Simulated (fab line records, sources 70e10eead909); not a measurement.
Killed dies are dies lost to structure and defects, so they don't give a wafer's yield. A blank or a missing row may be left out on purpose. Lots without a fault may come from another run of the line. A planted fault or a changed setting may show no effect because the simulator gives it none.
One fault seen from 3 desks | flow nand_harc | each desk has only its own numbers; what lay behind them comes last

THE METROLOGY DESK
What the gauges read, lot by lot, whatever tool the lot ran on: means of the sampled wafers that have a number. A lot is out of limits, marked OUT, if its mean lies more than 4 standard deviations from the usual mean; the brackets give that distance.
Columns: A = cd_nm at NHARC_P_ZERO_WELL_CD_MEAS_52, usual 1999.5 nm; B = cd_nm at NHARC_P_STI_CD_MEAS_09, usual 199.1 nm
lot  | first seen here | A      | B
L936 | day 2 01:44     | 2002.4 | 199.3
L937 | day 2 11:41     | 1999.1 | 201.2
L939 | day 3 08:01     | 2002.5 | 199.7
L940 | day 3 17:44     | 1999.1 | 197.9
L941 | day 4 03:48     | 1998.6 | 196.6
L942 | day 4 14:03     | 2000.2 | 195.6
L943 | day 4 23:56     | 2000.1 | 195.9
L944 | day 5 09:52     | 1998.7 | 200.2
L946 | day 6 05:52     | 1996.9 | 202.0
L951 | day 8 07:48     | 1999.5 | 201.0
L957 | day 10 19:40    | 2000.9 | 199.2
L958 | day 11 05:53    | 2001.1 | 201.6
L959 | day 11 15:55    | 2000.2 | 201.6
This desk's finding: nothing out of limits on any of the 13 lots.

THE DEFECT DESK
What the inspections along the route counted, lot by lot: means of the sampled wafers that have a number. A lot is out of limits, marked OUT, if its mean lies more than 4 standard deviations from the usual mean; the brackets give that distance.
Columns: A = raw_defect_count at NHARC_P_ZERO_WELL_INSPECT_43, usual 13
lot  | first seen here | A
L936 | day 2 03:34     | 10
L937 | day 2 13:31     | 13
L939 | day 3 09:49     | 7
L940 | day 3 19:33     | 20
L941 | day 4 05:38     | 15
L942 | day 4 15:51     | 13
L943 | day 5 01:45     | 9
L944 | day 5 11:41     | 15
L946 | day 6 07:39     | 11
L951 | day 8 09:38     | 464 (+69) OUT
L957 | day 10 21:29    | 11
L958 | day 11 07:43    | 8
L959 | day 11 17:44    | 10
This desk's finding: out of limits on L951; first on L951, day 8 09:38 (raw_defect_count at NHARC_P_ZERO_WELL_INSPECT_43). In limits: L936, L937, L939, L940, L941, L942, L943, L944, L946, L957, L958, L959.

THE TOOL OWNER'S DESK: wet_bench-06
The tool's own readings at NHARC_P_ZERO_WELL_STRIP_28 (strips in SPM, time 840 s): means of the sampled wafers that have a number, for each lot that ran on this tool. A lot is out of limits, marked OUT, if its mean lies more than 4 standard deviations from the usual mean; the brackets give that distance.
Columns: A = bath_heat_duty_pct at NHARC_P_ZERO_WELL_STRIP_28, usual 14.5 %
lot  | first seen here | A
L940 | day 3 15:28     | 15.3
L941 | day 4 01:32     | 16.1
L943 | day 4 21:34     | 15.2
L951 | day 8 05:30     | 14.7
L959 | day 11 13:31    | 15.7
This desk's finding: nothing out of limits on any of the 5 lots.

PUT TOGETHER
The defect desk could have raised an alarm at day 8 09:38, on L951.
The metrology desk saw nothing out of limits.
The tool owner's desk saw nothing out of limits.
The metrology desk has L951 on record, within its limits.
The tool owner's desk has L951 on record, within its limits.
Of the lots named, all ran NHARC_P_ZERO_WELL_STRIP_28 on wet_bench-06.

WHAT THE SIMULATOR HAD PUT IN
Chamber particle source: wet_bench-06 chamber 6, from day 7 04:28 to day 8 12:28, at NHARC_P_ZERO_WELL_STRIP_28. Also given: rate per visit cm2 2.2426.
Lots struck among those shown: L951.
Hours from the fault's start to each desk's first reading out of limits: the defect desk, 29.
